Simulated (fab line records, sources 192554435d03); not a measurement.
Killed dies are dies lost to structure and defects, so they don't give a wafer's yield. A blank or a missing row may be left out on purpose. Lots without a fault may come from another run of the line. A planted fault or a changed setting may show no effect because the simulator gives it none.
fab line records | flow n5_finfet
record lots=12 wafers=36 last_day=18
route steps=1938 shown BEOL_M12@1654 BEOL_M13@1670 PASSIVATION@1936
lots that met no fault: from a run of the same line without faults
start_h: hours from the record's first day to the start of the lot's first wafer shown | wait_h: hours since the lot's step before | " the same as in the row above | L1.1+2: a row that stands for several wafers | - no value, or no start given | * or withheld: withheld | < > ~ a bound
route shown NAME@n: a module of which the file shows steps, and the number in the route of the first | usual: mean/standard deviation of fault-free wafers | same: alike in all rows | chamber/n: place in a boat | sites: the reading at each site | _std_site: their standard deviation | _edge_site: outer sites' mean less inner sites' | radius_mm: how far each site lies from the wafer's centre | mask NAME#n: copy n | behind: the tool/chamber that last shaped the wafer | hold: why the lot was held/for how many hours/how that ended | device: the transistor (n, p or np) that didn't switch | end of line: the same wafers' tests at the end of the route | a step without rows: its recipe alone | killed: dies lost to structure and defects at the first sort, not the wafer's yield | map: a wafer's dies, x killed, . not, _ none there
set.NAME: the setting as run; set.NAME@STEP: as run at that earlier step | model.NAME: the simulator's own value behind a step, which no gauge read
steps of the route over a sample of lots; a table a step, a row a wafer
services: from which hour (start_h, from the record's first day; less than 0 if before it) a tool's chamber was out of use, for how many hours, and why
## steps
# step N5_BEOL_M12_THK_MEAS_50
# recipe thk_meas_gauge=xrf reads=Cu_of_BEOL_M12_ECD_47
# usual M12_THK=324/4.6
# columns lot.wafer tool chamber start_h wait_h M12_THK[nm]
L783.2 film_metro-02 - 244.23 - 324
L783.4 " - " " 323
L783.5 " - " " 321
L784.1 film_metro-02 - 250.81 0.1 333
L784.4 " - " " 336
L784.5 " - " " 329
L786.1 film_metro-02 - 285.52 - 327
L786.2 " - " " 318
L786.5 " - " " 323
L790.3 film_metro-02 - 289.71 - 322
L790.5 " - " " 323
L790.6 " - " " 320
L789.1 film_metro-01 - 290.84 - 320
L789.3 " - " " 324
L789.6 " - " " 317
L788.2 film_metro-02 - 291.26 - 328
L788.3 " - " " 326
L788.5 " - " " 321
L794.3 film_metro-02 - 323.18 - 319
L794.4 " - " " 324
L794.5 " - " " 320
L798.2 film_metro-01 - 342.75 - 326
L798.3 " - " " 331
L798.4 " - " " 319
L801.1 film_metro-02 - 371.06 - 324
L801.3 " - " " 332
L801.5 " - " " 339
L804.1 film_metro-01 - 378.69 - 323
L804.3 " - " " 321
L804.4 " - " " 326
L802.1 film_metro-02 - 378.76 - 326
L802.4 " - " " 326
L802.5 " - " " 323
L805.3 film_metro-02 - 389.74 - 322
L805.5 " - " " 320
L805.6 " - " " 326
# step N5_BEOL_M12_DEP_53
# recipe material=SiCN target_thk_a=300 temp_c=withheld precursor=3MS/NH3 pressure_torr=3 rf_w=675 time_s=10.5
# usual showerhead_plenum_p_Torr=4.174/0.028 throttle_valve_pct=17.9/0.69
# columns lot.wafer tool chamber start_h wait_h showerhead_plenum_p_Torr throttle_valve_pct
L783.2 pecvd-04 1 244.29 0.0 4.173 16.9
L783.4 " 0 " " 4.172 17.9
L783.5 " 2 " " 4.127 16.9
L784.1 pecvd-02 2 250.87 0.0 4.210 17.1
L784.4 " 0 " " 4.190 19.2
L784.5 " 1 " " 4.211 18.6
L786.1 pecvd-02 1 285.59 0.0 4.212 18.2
L786.2 " 2 " " 4.192 17.0
L786.5 " 1 " " 4.205 18.5
L790.3 pecvd-01 0 289.77 0.0 4.151 18.4
L790.5 " 2 " " 4.129 17.7
L790.6 " 1 " " 4.176 17.8
L789.1 pecvd-02 0 290.91 0.0 4.186 18.8
L789.3 " 2 " " 4.210 17.1
L789.6 " 2 " " 4.198 17.3
L788.2 pecvd-04 2 291.34 0.0 4.121 16.9
L788.3 " 2 " " 4.132 16.9
L788.5 " 0 " " 4.162 17.9
L794.3 pecvd-04 2 323.24 0.0 4.127 17.2
L794.4 " 0 " " 4.154 17.9
L794.5 " 2 " " 4.130 17.0
L798.2 pecvd-04 1 342.81 0.0 4.171 17.1
L798.3 " 0 " " 4.164 18.0
L798.4 " 0 " " 4.177 17.7
L801.1 pecvd-02 2 371.13 0.0 4.205 17.2
L801.3 " 0 " " 4.187 19.5
L801.5 " 2 " " 4.215 17.5
L804.1 pecvd-02 0 378.76 0.0 4.182 19.1
L804.3 " 1 " " 4.207 18.1
L804.4 " 1 " " 4.209 18.3
L802.1 pecvd-04 1 378.84 0.0 4.179 16.8
L802.4 " 1 " " 4.176 17.2
L802.5 " 1 " " 4.167 17.2
L805.3 pecvd-01 1 389.80 0.0 4.181 17.8
L805.5 " 2 " " 4.140 17.9
L805.6 " 0 " " 4.158 18.5
# step N5_BEOL_M13_OVL_MEAS_11
# recipe points_per_wafer=44
# usual V12_OVL=-2/5.9
# columns lot.wafer tool chamber start_h wait_h V12_OVL[nm]
L783.2 overlay-02 0 245.03 0.0 5
L783.4 " 0 " " 1
L783.5 " 0 " " 4
L784.1 overlay-01 0 251.61 0.0 -2
L784.4 " 0 " " -8
L784.5 " 0 " " -1
L786.1 overlay-02 0 286.22 0.0 -13
L786.2 " 0 " " -3
L786.5 " 0 " " -6
L790.3 overlay-02 0 290.44 0.0 1
L790.5 " 0 " " 0
L790.6 " 0 " " 6
L789.1 overlay-02 0 291.52 0.0 -7
L789.3 " 0 " " -6
L789.6 " 0 " " -17
L788.2 overlay-02 0 291.96 0.0 -7
L788.3 " 0 " " -5
L788.5 " 0 " " -3
L794.3 overlay-02 0 323.98 0.0 -10
L794.4 " 0 " " -5
L794.5 " 0 " " -7
L798.2 overlay-02 0 343.48 0.0 0
L798.3 " 0 " " 3
L798.4 " 0 " " 1
L801.1 overlay-02 0 371.87 0.0 11
L801.3 " 0 " " 8
L801.5 " 0 " " 10
L804.1 overlay-02 0 379.49 0.0 2
L804.3 " 0 " " 5
L804.4 " 0 " " 7
L802.1 overlay-01 0 379.65 0.0 -1
L802.4 " 0 " " -1
L802.5 " 0 " " 4
L805.3 overlay-01 0 390.60 0.0 2
L805.5 " 0 " " 1
L805.6 " 0 " " 8
# step N5_BEOL_M13_COAT_22
# recipe spin_rpm=2888 resist_thk_nm=300
# usual spin_speed_rpm=2887.8/1.7
# columns lot.wafer tool chamber start_h wait_h spin_speed_rpm
L783.2 litho_track-05 0 245.69 - 2885.6
L783.4 " 0 " " 2887.3
L783.5 " 0 " " 2887.4
L784.1 litho_track-05 0 252.25 - 2887.5
L784.4 " 0 " " 2888.2
L784.5 " 0 " " 2887.7
L786.1 litho_track-05 0 286.85 - 2885.5
L786.2 " 0 " " 2888.4
L786.5 " 0 " " 2887.9
L790.3 litho_track-05 0 291.10 - 2888.4
L790.5 " 0 " " 2888.5
L790.6 " 0 " " 2889.2
L789.1 litho_track-01 0 292.15 - 2885.2
L789.3 " 0 " " 2887.0
L789.6 " 0 " " 2887.1
L788.2 litho_track-04 0 292.60 - 2888.1
L788.3 " 0 " " 2886.2
L788.5 " 0 " " 2890.7
L794.3 litho_track-04 0 324.61 - 3121.7
L794.4 " 0 " " 3123.0
L794.5 " 0 " " 3121.6
L798.2 litho_track-04 0 344.34 - 3121.3
L798.3 " 0 " " 3123.7
L798.4 " 0 " " 3123.1
L801.1 litho_track-01 0 372.88 - 2890.2
L801.3 " 0 " " 2887.2
L801.5 " 0 " " 2888.5
L804.1 litho_track-01 0 380.12 - 2890.9
L804.3 " 0 " " 2889.3
L804.4 " 0 " " 2889.0
L802.1 litho_track-01 0 380.28 - 2888.9
L802.4 " 0 " " 2883.6
L802.5 " 0 " " 2884.2
L805.3 litho_track-05 0 391.50 - 2887.6
L805.5 " 0 " " 2887.3
L805.6 " 0 " " 2886.8
# step N5_PASSIVATION_PROBE_49
# usual defect_limited_yield=91.3/1.4 killed_at_M0_to_M3=36/11 killed_at_M4_up=13/5.2 killed_at_contacts=13/6.5 killed_at_front_end=37/11 killed_at_other=3.6/2.9 killed_dies=103/17 killed_open=68/12 killed_short=33/7.3 sort_bin_5_function=5.2/0.91 sort_bin_6_memory=3.2/0.67 sort_bin_8_speed=0.00/0.0099 sort_n_pass=1077/17 sort_yield_pct=91.3/1.4
# same gross_dies=1180 killed_at_back_side=0 sort_bin_4_leakage[%]=0
# columns lot.wafer tool chamber start_h wait_h defect_limited_yield[%] killed_at_M0_to_M3 killed_at_M4_up killed_at_contacts killed_at_front_end killed_at_other killed_dies killed_open killed_short sort_bin_5_function[%] sort_bin_6_memory[%] sort_bin_8_speed[%] sort_n_pass sort_yield_pct[%]
L783.2 prober-01 - 278.78 0.1 91.2 41 11 8 44 0 104 75 28 5.6 3.1 0 1076 91.2
L783.4 prober-01 - 278.88 0.2 90.3 31 18 19 45 1 114 86 28 5.9 3.5 0 1066 90.3
L783.5 prober-01 - 278.93 0.2 89.7 32 13 16 58 2 121 79 41 6.2 3.9 0 1059 89.7
L784.1 prober-02 - 284.32 0.0 91.5 33 10 25 31 1 100 61 38 5.1 3.1 0 1080 91.5
L784.4 prober-02 - 284.47 0.2 91.8 41 16 13 26 1 97 66 31 4.9 2.8 0 1083 91.8
L784.5 prober-02 - 284.52 0.2 91.3 40 25 11 26 1 103 66 34 4.4 4.0 0 1077 91.3
L790.3 prober-01 - 322.49 0.2 92.9 26 15 5 37 1 84 63 21 3.9 3.1 0 1096 92.9
L790.5 prober-01 - 322.59 0.3 93.3 31 12 13 23 0 79 55 24 4.1 2.5 0 1101 93.3
L790.6 prober-01 - 322.64 0.4 94.5 30 1 6 27 1 65 40 25 3.2 2.2 0 1115 94.5
L788.2 prober-02 - 329.48 0.1 90.3 50 10 10 42 2 114 71 43 6.1 2.9 0 1066 90.3
L788.3 prober-02 - 329.53 0.1 90.8 36 16 13 41 3 109 75 34 5.8 3.3 0 1071 90.8
L788.5 prober-02 - 329.63 0.2 92.3 28 16 6 40 1 91 63 28 4.7 2.6 0 1089 92.3
L794.3 prober-02 - 353.63 0.1 90.3 36 13 5 57 3 114 69 36 6.2 2.8 0 1066 90.3
L794.4 prober-02 - 353.68 0.2 91.5 21 12 8 56 3 100 64 33 4.2 3.6 0 1080 91.5
L794.5 prober-02 - 353.73 0.2 90.6 35 16 13 45 2 111 61 45 5.4 3.6 0 1069 90.6
L802.1 prober-02 - 409.66 0.0 89.7 48 21 13 37 3 122 85 33 6.4 3.2 0 1058 89.7
L802.4 prober-02 - 409.81 0.2 91.7 45 14 18 18 3 98 63 32 5.0 3.1 0 1082 91.7
L802.5 prober-02 - 409.86 0.2 89.7 46 14 18 40 3 121 78 39 6.5 3.4 0 1059 89.7
L804.1 prober-01 - 409.90 0.0 87.7 70 10 13 48 4 145 93 52 6.7 4.8 0 1035 87.7
L804.3 prober-01 - 410.00 0.1 92.5 40 14 3 24 8 89 61 28 4.7 2.6 0 1091 92.5
L804.4 prober-01 - 410.05 0.2 91.9 35 15 13 25 7 95 66 29 4.4 3.4 0 1085 91.9
# killed by level:class
L783.2 FIN_SAQP:geometric_particle:open=14 BEOL_M0_SAQP:geometric_particle:open=12 FIN_SAQP:geometric_particle:short=9 BEOL_M0_SAQP:geometric_particle:short=9 STI_FIN_REVEAL:geometric_particle:open=7 MOL_CONTACT_COAG:geometric_particle:open=7 DUMMY_GATE:geometric_particle:open=6 BEOL_M1:geometric_particle:open=6
L783.4 MOL_CONTACT_COAG:geometric_particle:open=15 FIN_SAQP:geometric_particle:open=11 STI_FIN_REVEAL:geometric_particle:open=9 BEOL_M1:geometric_particle:open=9 BEOL_M2:geometric_particle:open=8 BEOL_M4:geometric_particle:open=8 FIN_SAQP:geometric_particle:short=7 BEOL_M0_SAQP:geometric_particle:open=6
L783.5 FIN_SAQP:geometric_particle:short=17 FIN_SAQP:geometric_particle:open=16 MOL_CONTACT_COAG:geometric_particle:open=14 STI_FIN_REVEAL:geometric_particle:open=10 BEOL_M2:geometric_particle:open=7 BEOL_M0_SAQP:geometric_particle:short=6 BEOL_M1:geometric_particle:open=6 BEOL_M0_SAQP:geometric_particle:open=4
L784.1 MOL_CONTACT_COAG:geometric_particle:open=20 FIN_SAQP:geometric_particle:short=8 FIN_SAQP:geometric_particle:open=7 BEOL_M0:geometric_particle:short=6 BEOL_M2:geometric_particle:open=6 MOL_CONTACT_COAG:geometric_particle:short=5 DUMMY_GATE:geometric_particle:open=4 BEOL_M3:geometric_particle:open=4
L784.4 BEOL_M2:geometric_particle:open=15 MOL_CONTACT_COAG:geometric_particle:open=10 BEOL_M0_SAQP:geometric_particle:short=8 BEOL_M0_SAQP:geometric_particle:open=7 GATE_CUT:geometric_particle:open=5 BEOL_M4:geometric_particle:open=5 STI_FIN_REVEAL:geometric_particle:open=4 BEOL_M3:geometric_particle:short=4
L784.5 BEOL_M0_SAQP:geometric_particle:short=13 MOL_CONTACT_COAG:geometric_particle:open=10 BEOL_M0_SAQP:geometric_particle:open=9 BEOL_M2:geometric_particle:open=8 FIN_SAQP:geometric_particle:open=7 BEOL_M4:geometric_particle:open=7 FIN_SAQP:geometric_particle:short=5 BEOL_M7:geometric_particle:open=5
L790.3 DUMMY_GATE:geometric_particle:open=9 BEOL_M1:geometric_particle:open=9 FIN_SAQP:geometric_particle:open=8 BEOL_M0_SAQP:geometric_particle:open=8 MOL_CONTACT_COAG:geometric_particle:open=5 BEOL_M5:geometric_particle:open=5 FIN_SAQP:geometric_particle:short=4 BEOL_M4:geometric_particle:open=4
L790.5 MOL_CONTACT_COAG:geometric_particle:open=10 FIN_SAQP:geometric_particle:open=9 BEOL_M0_SAQP:geometric_particle:open=9 BEOL_M0_SAQP:geometric_particle:short=8 BEOL_M4:geometric_particle:open=8 BEOL_M2:geometric_particle:open=4 BEOL_M1:geometric_particle:open=4 GATE_CUT:geometric_particle:open=3
L790.6 BEOL_M0_SAQP:geometric_particle:short=11 FIN_SAQP:geometric_particle:open=10 BEOL_M1:geometric_particle:open=7 MOL_CONTACT_COAG:geometric_particle:open=5 BEOL_M3:geometric_particle:open=4 STARTING-WAFER:geometric_particle:open=4 FIN_SAQP:geometric_particle:short=3 BEOL_M2:geometric_particle:open=3
L788.2 STI_FIN_REVEAL:geometric_particle:open=21 BEOL_M0_SAQP:geometric_particle:short=20 BEOL_M0_SAQP:geometric_particle:open=12 MOL_CONTACT_COAG:geometric_particle:open=9 BEOL_M2:geometric_particle:open=6 BEOL_M1:geometric_particle:open=4 BEOL_M1:geometric_particle:short=4 BEOL_M4:geometric_particle:open=4
L788.3 STI_FIN_REVEAL:geometric_particle:open=16 MOL_CONTACT_COAG:geometric_particle:open=10 BEOL_M4:geometric_particle:open=9 BEOL_M0_SAQP:geometric_particle:open=7 BEOL_M3:geometric_particle:open=6 FIN_SAQP:geometric_particle:open=5 GATE_CUT:geometric_particle:short=5 BEOL_M1:geometric_particle:open=5
L788.5 STI_FIN_REVEAL:geometric_particle:open=14 BEOL_M2:geometric_particle:open=8 FIN_SAQP:geometric_particle:open=7 BEOL_M0_SAQP:geometric_particle:short=7 MOL_CONTACT_COAG:geometric_particle:open=6 BEOL_M4:geometric_particle:open=6 BEOL_M1:geometric_particle:short=5 FIN_SAQP:geometric_particle:short=3
L794.3 STI_FIN_REVEAL:geometric_particle:open=14 BEOL_M3:geometric_particle:open=8 FIN_SAQP:geometric_particle:short=6 FIN_SAQP:geometric_particle:open=6 BEOL_M4:geometric_particle:open=6 HKMG_FIN:area_etch=6 BEOL_M2:geometric_particle:open=5 STI_FIN_REVEAL:geometric_particle:short=5
L794.4 FIN_SAQP:geometric_particle:short=14 STI_FIN_REVEAL:geometric_particle:open=8 DUMMY_GATE:geometric_particle:open=6 MOL_CONTACT_COAG:geometric_particle:open=6 FIN_SAQP:geometric_particle:open=5 BEOL_M2:geometric_particle:open=5 BEOL_M0_SAQP:geometric_particle:open=4 BEOL_M6:geometric_particle:open=4
L794.5 MOL_CONTACT_COAG:geometric_particle:open=11 FIN_SAQP:geometric_particle:short=10 BEOL_M2:geometric_particle:short=8 FIN_SAQP:geometric_particle:open=7 STI_FIN_REVEAL:geometric_particle:open=7 BEOL_M0:geometric_particle:open=6 BEOL_M3:geometric_particle:open=6 GATE_CUT:geometric_particle:short=5
L802.1 MOL_CONTACT_COAG:geometric_particle:open=12 BEOL_M0_SAQP:geometric_particle:short=12 FIN_SAQP:geometric_particle:open=11 BEOL_M2:geometric_particle:open=10 BEOL_M3:geometric_particle:open=10 BEOL_M4:geometric_particle:open=9 STARTING-WAFER:geometric_particle:open=6 FIN_SAQP:geometric_particle:short=4
L802.4 MOL_CONTACT_COAG:geometric_particle:open=15 BEOL_M2:geometric_particle:open=12 BEOL_M0_SAQP:geometric_particle:short=8 BEOL_M1:geometric_particle:open=7 GATE_CUT:geometric_particle:short=6 BEOL_M3:geometric_particle:open=6 BEOL_M4:geometric_particle:open=6 FIN_SAQP:geometric_particle:open=5
L802.5 MOL_CONTACT_COAG:geometric_particle:open=13 BEOL_M0_SAQP:geometric_particle:open=11 BEOL_M1:geometric_particle:open=8 FIN_SAQP:geometric_particle:short=7 GATE_CUT:geometric_particle:short=7 BEOL_M2:geometric_particle:open=7 BEOL_M3:geometric_particle:open=7 GATE_CUT:geometric_particle:open=6
L804.1 BEOL_M0_SAQP:geometric_particle:open=26 BEOL_M0_SAQP:geometric_particle:short=16 FIN_SAQP:geometric_particle:open=11 FIN_SAQP:geometric_particle:short=9 MOL_CONTACT_COAG:geometric_particle:open=9 BEOL_M3:geometric_particle:open=9 STI_FIN_REVEAL:geometric_particle:open=6 BEOL_M2:geometric_particle:open=6
L804.3 BEOL_M0_SAQP:geometric_particle:open=13 BEOL_M3:geometric_particle:open=11 BEOL_M0_SAQP:geometric_particle:short=7 BEOL_M1:geometric_particle:open=6 FIN_SAQP:geometric_particle:open=5 BEOL_M4:geometric_particle:open=5 FIN_SAQP:geometric_particle:short=4 GATE_CUT:geometric_particle:short=4
L804.4 MOL_CONTACT_COAG:geometric_particle:open=11 BEOL_M3:geometric_particle:open=10 BEOL_M0_SAQP:geometric_particle:short=8 BEOL_M0_SAQP:geometric_particle:open=7 BEOL_M4:geometric_particle:open=7 STI_FIN_REVEAL:geometric_particle:open=6 FIN_SAQP:geometric_particle:short=5 FIN_SAQP:geometric_particle:open=4
## services
# columns tool chamber start_h hours kind
pecvd-01 2 232.52 6.1 repair
pecvd-02 0 254.05 5.5 scheduled_down
pecvd-02 2 259.51 2.1 scheduled_down
pecvd-01 - 261.97 1.2 repair
pecvd-04 1 274.60 19.2 repair
pecvd-02 0 285.39 2.1 scheduled_down
pecvd-04 - 312.91 0.8 repair
pecvd-01 0 319.29 2.1 scheduled_down
pecvd-04 0 385.38 5.5 scheduled_down
pecvd-02 1 390.07 5.5 scheduled_down
## key
first_sign step=N5_BEOL_M13_COAT_22 reading=spin_speed_rpm direction=up sigmas=99+ usual=* struck=*
effect none on later readings
met_at N5_BEOL_M13_COAT_22
struck_lots L794,L798
not_acting_at N5_BEOL_M12_THK_MEAS_50,N5_BEOL_M12_DEP_53,N5_BEOL_M13_OVL_MEAS_11
onset_between 292.60 324.61
fault kind=process_parameter_drift tool=litho_track-04 chamber=- onset_h=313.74 steps=N5_BEOL_M13_COAT_22 channel=spin_rpm offset=* shape=step end_h=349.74 acts_in=* stated=*
